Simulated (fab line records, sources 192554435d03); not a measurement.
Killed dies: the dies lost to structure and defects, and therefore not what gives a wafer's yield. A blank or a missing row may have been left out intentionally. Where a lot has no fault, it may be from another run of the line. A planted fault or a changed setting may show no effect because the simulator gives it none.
Matching of chambers || flow n5-finfet || N5_BEOL_M0_SAQP_ETCH_49 on rie-diel-02: 4 sister chambers
The step etches SiO2 in CF4/O2, target depth 37 nm. 4 wafers are shown with their chamber, then 11 later ones without.

WAFERS, EACH WITH ITS CHAMBER
{"wafer": "L083.5", "chamber": 1, "drypump-motor-current-A (A)": 6.0}
{"wafer": "L092.2", "chamber": 3, "drypump-motor-current-A (A)": 5.5}
{"wafer": "L092.4", "chamber": 0, "drypump-motor-current-A (A)": 5.0}
{"wafer": "L093.1", "chamber": 2, "drypump-motor-current-A (A)": 5.9}

WAFERS MISSING THEIR CHAMBER
{"wafer": "L093.5", "drypump-motor-current-A (A)": 5.5}
{"wafer": "L093.6", "drypump-motor-current-A (A)": 5.9}
{"wafer": "L094.2", "drypump-motor-current-A (A)": 5.0}
{"wafer": "L094.4", "drypump-motor-current-A (A)": 6.0}
{"wafer": "L094.6", "drypump-motor-current-A (A)": 6.0}
{"wafer": "L095.1", "drypump-motor-current-A (A)": 6.0}
{"wafer": "L095.3", "drypump-motor-current-A (A)": 5.0}
{"wafer": "L095.5", "drypump-motor-current-A (A)": 5.0}
{"wafer": "L097.2", "drypump-motor-current-A (A)": 5.9}
{"wafer": "L097.3", "drypump-motor-current-A (A)": 5.1}
{"wafer": "L097.4", "drypump-motor-current-A (A)": 5.5}

WHICH CHAMBER EACH ONE RAN IN
{"wafer": "L093.5", "from the rows above": 3, "in truth": 3}
{"wafer": "L093.6", "from the rows above": 2, "in truth": 2}
{"wafer": "L094.2", "from the rows above": 0, "in truth": 0}
{"wafer": "L094.4", "from the rows above": 1, "in truth": 1}
{"wafer": "L094.6", "from the rows above": 1, "in truth": 1}
{"wafer": "L095.1", "from the rows above": 1, "in truth": 1}
{"wafer": "L095.3", "from the rows above": 0, "in truth": 0}
{"wafer": "L095.5", "from the rows above": 0, "in truth": 0}
{"wafer": "L097.2", "from the rows above": 2, "in truth": 2}
{"wafer": "L097.3", "from the rows above": 0, "in truth": 0}
{"wafer": "L097.4", "from the rows above": 3, "in truth": 3}
Correctly placed: 11 of 11. Can't be placed from these rows: 0. Wrongly placed: 0.
How it was worked out, from the rows above alone: a wafer's distance from a chamber is the root of the sum, over the readings, of the square of ((its reading less the chamber's mean) divided by the reading's scatter). If the next closest chamber is less than 2 further off than the closest, the wafer can't be placed; otherwise it belongs to the closest. For every chamber, the mean is computed from those of its wafers that are shown. The scatter: root of mean squared gap, hidden wafer to nearest shown wafer, with one shown wafer a chamber.
